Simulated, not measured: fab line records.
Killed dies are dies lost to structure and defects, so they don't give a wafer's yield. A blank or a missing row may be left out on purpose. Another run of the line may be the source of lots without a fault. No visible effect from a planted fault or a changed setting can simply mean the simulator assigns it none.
fab line records ; flow n5Finfet
record lots=5; wafers=15; lastDay=18
route steps=1938 shown BEOL_M10@1514 PASSIVATION@1936
lots with no fault: from the same line, run without faults
startH: the number of hours between the record's first day and the start of the first shown wafer of the lot ; waitH: time in hours since the lot's previous step ; " as in the row above ; L1.1+2: a row that stands for several wafers ; - no value, or no start given ; * or withheld: withheld ; < > ~ a bound
route shown NAME@n: names a module that has steps shown in the file, with the first one's number in the route ; usual: the fault-free wafers' mean and standard deviation ; same: alike in all rows ; chamber/n: place in a boat ; sites: each site's reading ; _std_site: standard deviation of those values ; _edge_site: mean of outer sites minus mean of inner sites ; radiusMm: how far each site lies from the wafer's centre ; mask NAME#n: copy n ; behind: the tool/chamber that last shaped the wafer ; hold: why the lot was held/for how many hours/how that ended ; device: names the non-switching transistor (n, p or np) ; end of line: the route-end tests of the same wafers ; a step with no rows: only its recipe ; killed: dies that structure and defects cost at the first sort, which is not the same as the wafer's yield ; map: shows each die of a wafer: x if killed, . if not, _ if none is there
set.NAME: the setting the step ran with; set.NAME@STEP: the setting that earlier step ran with ; model.NAME: the simulator's own value behind a step, which no gauge read
certain route steps with their lots: each step a table, each wafer a row
services: a tool's chamber out of use, with start hour (startH, from the record's first day; less than 0 if before it), hours out, and reason
## steps
# step N5_BEOL_M10_STRIP_77
# recipe chemistry=N2/H2; timeS=10; powerW=450; tempC=40; pressureMtorr=20; rfFrequencyHz=6e+07; biasPowerW=7; n2FlowSccm=200; h2FlowSccm=200
# step N5_BEOL_M10_OCD_MEAS_38
# usual trenchDepthNm=149.1/2
lot.wafer;tool;chamber;startH;waitH;trenchDepthNm
L859.1;ocd-01;-;245.56;-;148.8
L859.2;ocd-01;-;245.56;-;148.4
L859.4;ocd-01;-;245.56;-;151.6
L871.4;ocd-02;-;315.17;-;149.1
L871.5;ocd-02;-;315.17;-;149.5
L871.6;ocd-02;-;315.17;-;149.1
L872.1;ocd-02;-;324.51;-;146.8
L872.5;ocd-02;-;324.51;-;149.5
L872.6;ocd-02;-;324.51;-;148.3
L875.2;ocd-01;-;351.69;-;148.9
L875.4;ocd-01;-;351.69;-;149.9
L875.6;ocd-01;-;351.69;-;150.6
L879.1;ocd-02;-;372.02;-;147.6
L879.2;ocd-02;-;372.02;-;147.5
L879.4;ocd-02;-;372.02;-;145.1
# step N5_BEOL_M10_HM_STRIP_39
# recipe chemistry=peroxideTinStrip; material=TiN; targetDepthA=250; tempC=50; timeS=158
# step N5_BEOL_M10_SRD_40
# recipe timeS=30; tempC=23; rinseLiquid=diw; dry=ipaMarangoni
# step N5_BEOL_M10_PRECLEAN_42
# recipe chemistry=residueRemover; timeS=60; tempC=40
# step N5_BEOL_M10_SRD_43
# recipe timeS=30; tempC=23; rinseLiquid=diw; dry=ipaMarangoni
# step N5_BEOL_M10_CD_MEAS_35
# recipe targetCdNm=70; polarity=opening
# usual cdNm=69.8/0.73
lot.wafer;tool;chamber;startH;waitH;cdNm
L859.1;cdSem-01;-;245.71;0.0;69.4
L859.2;cdSem-01;-;245.71;0.0;70.0
L859.4;cdSem-01;-;245.71;0.0;69.0
L871.4;cdSem-02;-;315.33;0.0;68.9
L871.5;cdSem-02;-;315.33;0.0;67.4
L871.6;cdSem-02;-;315.33;0.0;68.5
L872.1;cdSem-03;-;324.67;0.0;69.8
L872.5;cdSem-03;-;324.67;0.0;69.6
L872.6;cdSem-03;-;324.67;0.0;69.3
L875.2;cdSem-02;-;351.84;0.0;69.5
L875.4;cdSem-02;-;351.84;0.0;67.9
L875.6;cdSem-02;-;351.84;0.0;69.0
L879.1;cdSem-01;-;372.18;0.0;70.0
L879.2;cdSem-01;-;372.18;0.0;69.8
L879.4;cdSem-01;-;372.18;0.0;69.7
# step N5_BEOL_M10_CURE_72
# recipe tempC=370; timeS=120; ambient=DMADMS/He; material=SiCOH_lowk
# usual lampPowerPct=52.31/0.054; wafer_temp_C_max=371.8/0.57
lot.wafer;tool;chamber;startH;waitH;lampPowerPct;wafer_temp_C_max
L859.1;uvCure-03;0;245.75;0.0;52.27;372.3
L859.2;uvCure-03;0;245.75;0.0;52.24;371.8
L859.4;uvCure-03;0;245.75;0.0;52.36;372.6
L871.4;uvCure-01;2;317.02;1.7;52.27;371.5
L871.5;uvCure-01;2;317.02;1.7;52.35;370.9
L871.6;uvCure-01;2;317.02;1.7;52.32;371.3
L872.1;uvCure-03;0;324.71;0.0;52.29;372.3
L872.5;uvCure-03;0;324.71;0.0;52.29;372.6
L872.6;uvCure-03;0;324.71;0.0;52.35;372.0
L875.2;uvCure-02;2;351.93;0.1;52.32;372.0
L875.4;uvCure-02;2;351.93;0.1;52.44;371.6
L875.6;uvCure-02;2;351.93;0.1;52.22;371.8
L879.1;uvCure-02;0;372.31;0.1;52.37;371.0
L879.2;uvCure-02;0;372.31;0.1;52.30;371.9
L879.4;uvCure-02;0;372.31;0.1;52.35;371.3
# step N5_BEOL_M10_DEGAS_44
# recipe ambient=vacuum; tempC=250; timeS=60
# usual heaterPowerW=335/32; susceptorTempC=250.01/0.17
lot.wafer;tool;chamber;startH;waitH;heaterPowerW;susceptorTempC
L859.1;pvdSputter-01;-;246.14;0.3;356;249.97
L859.2;pvdSputter-01;-;246.14;0.3;329;249.62
L859.4;pvdSputter-01;-;246.14;0.3;325;250.14
L871.4;pvdSputter-03;-;317.43;0.4;353;250.01
L871.5;pvdSputter-03;-;317.43;0.4;352;250.25
L871.6;pvdSputter-03;-;317.43;0.4;274;249.82
L872.1;pvdSputter-02;-;325.31;0.5;324;250.13
L872.5;pvdSputter-02;-;325.31;0.5;420;250.32
L872.6;pvdSputter-02;-;325.31;0.5;317;249.95
L875.2;pvdSputter-03;-;352.40;0.4;345;249.95
L875.4;pvdSputter-03;-;352.40;0.4;358;250.01
L875.6;pvdSputter-03;-;352.40;0.4;275;249.90
L879.1;pvdSputter-02;-;372.66;0.3;414;250.08
L879.2;pvdSputter-02;-;372.66;0.3;323;250.39
L879.4;pvdSputter-02;-;372.66;0.3;353;249.73
# step N5_BEOL_M10_PRE_CLEAN_45
# recipe gas=H2/He; timeS=30; tempC=250
# step N5_BEOL_M10_ALD_74
# recipe material=TaN; targetThkA=20; tempC=275; aldPrecursorFamily=PDMAT; aldCoReactant=NH3; pressureTorr=3; carrierFlowSccm=1500; pulseTimeS=2; purgeTimeS=3; coReactantPurgeTimeS=2; coReactantPulseTimeS=3; aldCycles=40; precursorVesselTempC=75; precursorVesselPressureTorr=26.25; precursorVesselCarrierSccm=1000
# usual heaterPowerW=386/45; susceptorTempC=275.01/0.16
lot.wafer;tool;chamber;startH;waitH;heaterPowerW;susceptorTempC
L859.1;aldMetal-02;0;246.25;0.0;430;274.68
L859.2;aldMetal-02;3;246.25;0.0;420;274.93
L859.4;aldMetal-02;2;246.25;0.0;370;274.95
L871.4;aldMetal-03;0;317.53;0.0;373;274.85
L871.5;aldMetal-03;3;317.53;0.0;387;274.67
L871.6;aldMetal-03;2;317.53;0.0;316;275.19
L872.1;aldMetal-03;2;325.41;0.0;316;275.30
L872.5;aldMetal-03;3;325.41;0.0;406;274.96
L872.6;aldMetal-03;2;325.41;0.0;322;275.31
L875.2;aldMetal-01;1;352.50;0.0;408;275.29
L875.4;aldMetal-01;0;352.50;0.0;443;274.83
L875.6;aldMetal-01;1;352.50;0.0;403;275.02
L879.1;aldMetal-02;1;372.77;0.1;415;274.99
L879.2;aldMetal-02;2;372.77;0.1;367;274.83
L879.4;aldMetal-02;0;372.77;0.1;418;274.91
# step N5_BEOL_M10_SURFACE_TREAT_76
# recipe gas=Ar; timeS=*; ionEnergyEv=*; ionCurrentMaCm2=0.5; pressureMtorr=*; arFlowSccm=30
# usual throttleValvePct=*
lot.wafer;tool;chamber;startH;waitH;throttleValvePct
L859.1;pvdSputter-03;-;246.53;0.2;*
L859.2;pvdSputter-03;-;246.53;0.2;*
L859.4;pvdSputter-03;-;246.53;0.2;*
L871.4;pvdSputter-02;-;318.68;1.0;*
L871.5;pvdSputter-02;-;318.68;1.0;*
L871.6;pvdSputter-02;-;318.68;1.0;*
L872.1;pvdSputter-03;-;325.81;0.3;*
L872.5;pvdSputter-03;-;325.81;0.3;*
L872.6;pvdSputter-03;-;325.81;0.3;*
L875.2;pvdSputter-03;-;352.90;0.3;*
L875.4;pvdSputter-03;-;352.90;0.3;*
L875.6;pvdSputter-03;-;352.90;0.3;*
L879.1;pvdSputter-01;-;373.09;0.2;*
L879.2;pvdSputter-01;-;373.09;0.2;*
L879.4;pvdSputter-01;-;373.09;0.2;*
# step N5_BEOL_M10_CVD_75
# recipe material=Co; targetThkA=20; tempC=withheld; precursor=CCTBA/H2; pressureTorr=30; timeS=138.9
# usual runLengthS=161.8/0.5
lot.wafer;tool;chamber;startH;waitH;runLengthS
L859.1;cvdCo-01;0;246.64;0.1;162.2
L859.2;cvdCo-01;2;246.64;0.1;161.6
L859.4;cvdCo-01;0;246.64;0.1;161.8
L871.4;cvdCo-02;2;318.79;0.1;130.7
L871.5;cvdCo-02;0;318.79;0.1;161.3
L871.6;cvdCo-02;1;318.79;0.1;162.0
L872.1;cvdCo-01;2;325.87;0.0;162.2
L872.5;cvdCo-01;1;325.87;0.0;162.7
L872.6;cvdCo-01;0;325.87;0.0;161.7
L875.2;cvdCo-01;0;353.19;0.3;161.8
L875.4;cvdCo-01;2;353.19;0.3;162.4
L875.6;cvdCo-01;2;353.19;0.3;162.3
L879.1;cvdCo-02;2;373.21;0.1;161.0
L879.2;cvdCo-02;1;373.21;0.1;161.9
L879.4;cvdCo-02;0;373.21;0.1;161.1
# step N5_BEOL_M10_SPUTTER_48
# recipe material=Cu; targetThkA=120; tempC=-20; biasV=60; powerW=26000; chamberPressurePa=0.13; timeS=2
# usual chuckSensorTempC=-16.0/0.45; susceptorTempC=-20.00/0.095; throttleValvePct=29.5/1.1
lot.wafer;tool;chamber;startH;waitH;chuckSensorTempC;susceptorTempC;throttleValvePct
L859.1;pvdSputter-03;-;246.78;0.1;-15.5;-20.11;27.4
L859.2;pvdSputter-03;-;246.78;0.1;-15.6;-19.93;30.4
L859.4;pvdSputter-03;-;246.78;0.1;-15.9;-19.95;29.4
L871.4;pvdSputter-02;-;318.94;0.1;-15.6;-19.98;30.4
L871.5;pvdSputter-02;-;318.94;0.1;-15.8;-20.03;30.3
L871.6;pvdSputter-02;-;318.94;0.1;-15.5;-19.92;29.8
L872.1;pvdSputter-03;-;326.05;0.1;-16.5;-20.02;29.8
L872.5;pvdSputter-03;-;326.05;0.1;-15.7;-20.09;30.0
L872.6;pvdSputter-03;-;326.05;0.1;-16.5;-19.91;29.7
L875.2;pvdSputter-02;-;354.62;1.4;-15.6;-20.07;29.8
L875.4;pvdSputter-02;-;354.62;1.4;-15.9;-20.03;28.0
L875.6;pvdSputter-02;-;354.62;1.4;-15.6;-19.88;29.8
L879.1;pvdSputter-02;-;373.48;0.2;-15.9;-20.00;27.9
L879.2;pvdSputter-02;-;373.48;0.2;-15.7;-20.06;30.5
L879.4;pvdSputter-02;-;373.48;0.2;-16.9;-19.99;31.1
# step N5_PASSIVATION_PROBE_49
# usual defectLimitedYield=91.3/1.4; killed_at_M0_to_M3=36/11; killed_at_M4_up=13/5.2; killedAtContacts=13/6.5; killedAtFrontEnd=37/11; killedAtOther=3.6/2.9; killedDies=103/17; killedOpen=68/12; killedShort=33/7.3; sort_bin_5_function=5.2/0.91; sort_bin_6_memory=3.2/0.67; sortNPass=1077/17; sortYieldPct=91.3/1.4
# same grossDies=1180; killedAtBackSide=0; sort_bin_4_leakage[%]=0; sort_bin_8_speed[%]=0
lot.wafer;tool;chamber;startH;waitH;defectLimitedYield[%];killed_at_M0_to_M3;killed_at_M4_up;killedAtContacts;killedAtFrontEnd;killedAtOther;killedDies;killedOpen;killedShort;sort_bin_5_function[%];sort_bin_6_memory[%];sortNPass;sortYieldPct[%]
L859.1;prober-01;-;294.77;0.0;92.1;49;3;14;26;1;93;61;30;4.4;2.9;1087;92.1
L859.2;prober-01;-;294.82;0.1;87.5;73;17;19;34;4;147;101;45;7.5;4.7;1033;87.5
L859.4;prober-01;-;294.92;0.2;90.3;47;6;28;32;2;115;73;42;6.1;3.3;1065;90.3
L871.4;prober-02;-;367.27;0.2;90.4;32;22;10;39;10;113;77;35;5.7;3.5;1067;90.4
L871.5;prober-02;-;367.32;0.2;92.4;27;17;15;23;8;90;66;23;5.0;2.5;1090;92.4
L871.6;prober-02;-;367.37;0.3;90.8;31;21;16;38;2;108;79;29;5.2;3.6;1072;90.8
L872.1;prober-01;-;379.81;0.0;92.1;39;7;4;39;4;93;64;29;4.6;2.9;1087;92.1
L872.5;prober-01;-;380.01;0.2;90.5;41;7;17;43;4;112;78;32;5.4;3.6;1068;90.5
L872.6;prober-01;-;380.06;0.3;90.3;35;14;13;48;5;115;92;23;5.6;3.7;1065;90.3
L875.2;prober-02;-;404.36;0.1;92.7;47;9;11;19;0;86;54;30;4.1;3.0;1094;92.7
L875.4;prober-02;-;404.46;0.2;91.1;42;14;17;28;4;105;68;36;5.1;3.4;1075;91.1
L875.6;prober-02;-;404.56;0.3;92.4;36;10;14;27;3;90;63;26;4.5;2.9;1090;92.4
L879.1;prober-01;-;427.29;0.0;92.1;12;14;20;45;2;93;61;28;5.4;2.3;1087;92.1
L879.2;prober-01;-;427.34;0.1;90.0;27;10;10;71;0;118;79;39;7.0;2.8;1062;90.0
L879.4;prober-01;-;427.44;0.2;90.4;25;16;20;51;1;113;74;37;5.7;3.7;1067;90.4
# killed by level:class
L859.1 BEOL_M3:geometricParticle:open=13 MOL_CONTACT_COAG:geometricParticle:open=10 BEOL_M0_SAQP:geometricParticle:short=9 BEOL_M1:geometricParticle:open=8 BEOL_M2:geometricParticle:open=7 FIN_SAQP:geometricParticle:open=6 BEOL_M0_SAQP:geometricParticle:open=6 FIN_SAQP:geometricParticle:short=5
L859.2 BEOL_M0_SAQP:geometricParticle:short=15 BEOL_M3:geometricParticle:open=14 MOL_CONTACT_COAG:geometricParticle:open=14 BEOL_M2:geometricParticle:open=12 STI_FIN_REVEAL:geometricParticle:open=11 BEOL_M1:geometricParticle:open=11 BEOL_M0_SAQP:geometricParticle:open=10 BEOL_M4:geometricParticle:open=6
L859.4 MOL_CONTACT_COAG:geometricParticle:open=23 BEOL_M0_SAQP:geometricParticle:short=14 FIN_SAQP:geometricParticle:short=9 BEOL_M3:geometricParticle:open=8 BEOL_M0_SAQP:geometricParticle:open=7 BEOL_M1:geometricParticle:open=7 FIN_SAQP:geometricParticle:open=6 MOL_CONTACT_COAG:geometricParticle:short=5
L871.4 FIN_SAQP:geometricParticle:open=12 FIN_SAQP:geometricParticle:short=7 MOL_CONTACT_COAG:geometricParticle:open=7 BEOL_M1:geometricParticle:open=7 BEOL_M5:geometricParticle:open=7 BEOL_M0_SAQP:geometricParticle:open=5 BEOL_M2:geometricParticle:open=5 BEOL_M4:geometricParticle:open=5
L871.5 MOL_CONTACT_COAG:geometricParticle:open=12 BEOL_M1:geometricParticle:open=9 BEOL_M0_SAQP:geometricParticle:open=6 BEOL_M4:geometricParticle:open=6 BEOL_M2:geometricParticle:open=5 DUMMY_GATE:geometricParticle:open=4 BEOL_M5:geometricParticle:open=4 FIN_SAQP:geometricParticle:open=3
L871.6 MOL_CONTACT_COAG:geometricParticle:open=12 FIN_SAQP:geometricParticle:open=10 BEOL_M0_SAQP:geometricParticle:open=7 DUMMY_GATE:geometricParticle:open=7 BEOL_M0_SAQP:geometricParticle:short=7 BEOL_M1:geometricParticle:open=7 STI_FIN_REVEAL:geometricParticle:open=6 BEOL_M4:geometricParticle:open=6
L872.1 FIN_SAQP:geometricParticle:open=15 BEOL_M3:geometricParticle:open=8 STI_FIN_REVEAL:geometricParticle:open=7 BEOL_M0:geometricParticle:open=6 FIN_SAQP:geometricParticle:short=5 BEOL_M2:geometricParticle:open=5 BEOL_M1:geometricParticle:short=4 BEOL_M5:geometricParticle:open=4
L872.5 BEOL_M3:geometricParticle:open=17 MOL_CONTACT_COAG:geometricParticle:open=15 FIN_SAQP:geometricParticle:open=13 BEOL_M2:geometricParticle:open=7 FIN_SAQP:geometricParticle:short=5 GATE_CUT:geometricParticle:open=5 BEOL_M0_SAQP:geometricParticle:short=5 STI_FIN_REVEAL:geometricParticle:open=4
L872.6 BEOL_M1:geometricParticle:open=16 MOL_CONTACT_COAG:geometricParticle:open=12 FIN_SAQP:geometricParticle:open=11 STI_FIN_REVEAL:geometricParticle:open=10 DUMMY_GATE:geometricParticle:open=7 BEOL_M5:geometricParticle:open=7 FIN_SAQP:geometricParticle:short=5 GATE_CUT:geometricParticle:short=5
L875.2 BEOL_M1:geometricParticle:open=11 MOL_CONTACT_COAG:geometricParticle:open=10 BEOL_M0_SAQP:geometricParticle:open=9 BEOL_M1:geometricParticle:short=7 BEOL_M2:geometricParticle:open=6 BEOL_M3:geometricParticle:open=6 FIN_SAQP:geometricParticle:short=5 BEOL_M0_SAQP:geometricParticle:short=5
L875.4 MOL_CONTACT_COAG:geometricParticle:open=15 BEOL_M0_SAQP:geometricParticle:open=14 FIN_SAQP:geometricParticle:open=10 BEOL_M0_SAQP:geometricParticle:short=7 BEOL_M1:geometricParticle:open=6 FIN_SAQP:geometricParticle:short=5 BEOL_M2:geometricParticle:open=5 GATE_CUT:geometricParticle:short=4
L875.6 MOL_CONTACT_COAG:geometricParticle:open=14 BEOL_M2:geometricParticle:open=10 FIN_SAQP:geometricParticle:short=7 BEOL_M0_SAQP:geometricParticle:open=7 BEOL_M0_SAQP:geometricParticle:short=7 BEOL_M1:geometricParticle:open=6 FIN_SAQP:geometricParticle:open=4 STI_FIN_REVEAL:geometricParticle:open=4
L879.1 MOL_CONTACT_COAG:geometricParticle:open=17 FIN_SAQP:geometricParticle:short=10 FIN_SAQP:geometricParticle:open=8 STI_FIN_REVEAL:geometricParticle:open=8 DUMMY_GATE:geometricParticle:open=4 BEOL_M4:geometricParticle:open=4 ILD0:geometricParticle:open=3 GATE_CUT:geometricParticle:short=3
L879.2 FIN_SAQP:geometricParticle:open=15 FIN_SAQP:geometricParticle:short=12 STI_FIN_REVEAL:geometricParticle:open=11 DUMMY_GATE:geometricParticle:open=11 BEOL_M1:geometricParticle:open=9 GATE_CUT:geometricParticle:short=7 MOL_CONTACT_COAG:geometricParticle:open=7 BEOL_M0_SAQP:geometricParticle:open=6
L879.4 MOL_CONTACT_COAG:geometricParticle:open=17 FIN_SAQP:geometricParticle:open=12 FIN_SAQP:geometricParticle:short=10 BEOL_M2:geometricParticle:open=9 GATE_CUT:geometricParticle:short=7 STI_FIN_REVEAL:geometricParticle:open=6 BEOL_M3:geometricParticle:open=5 BEOL_M5:geometricParticle:open=5
## services
tool;chamber;startH;hours;kind
aldMetal-02;-;224.08;0.3;repair
aldMetal-03;3;224.77;1.5;repair
pvdSputter-02;-;239.55;2.6;repair
cvdCo-02;2;257.04;21.8;repair
uvCure-02;-;263.93;0.6;repair
aldMetal-03;3;270.75;2.6;repair
uvCure-03;-;282.75;1.0;pm
aldMetal-03;0;286.11;7.2;repair
uvCure-02;-;296.25;4.3;repair
cvdCo-02;-;301.86;6.9;pm
aldMetal-01;2;305.26;24.2;repair
pvdSputter-01;-;306.96;5.3;repair
uvCure-02;-;311.98;7.5;pm
aldMetal-02;3;327.12;4.1;repair
cvdCo-01;1;333.33;-;clean
cvdCo-01;1;333.33;22.0;scheduledDown
cvdCo-01;1;333.33;22.0;ventCycle
cvdCo-01;-;340.60;6.0;pm
aldMetal-01;-;342.46;8.7;pm
pvdSputter-01;-;347.23;7.8;repair
pvdSputter-01;-;365.53;1.5;repair
cvdCo-01;1;366.25;40.2;repair
cvdCo-01;-;370.32;0.8;repair
uvCure-01;-;372.49;1.0;repair
## key
firstSign step=N5_BEOL_M10_CVD_75; reading=runLengthS; direction=down; sigmas=63; usual=*; struck=*
effect none on later readings
metAt N5_BEOL_M10_CVD_75
struckWafers L871.4
fault kind=processParameterDrift; tool=cvdCo-02; chamber=-; onsetH=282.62; steps=N5_BEOL_M10_CVD_75; channel=timeS; offset=*; shape=step; endH=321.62; scope=struckWafersOnly; actsIn=*; stated=*
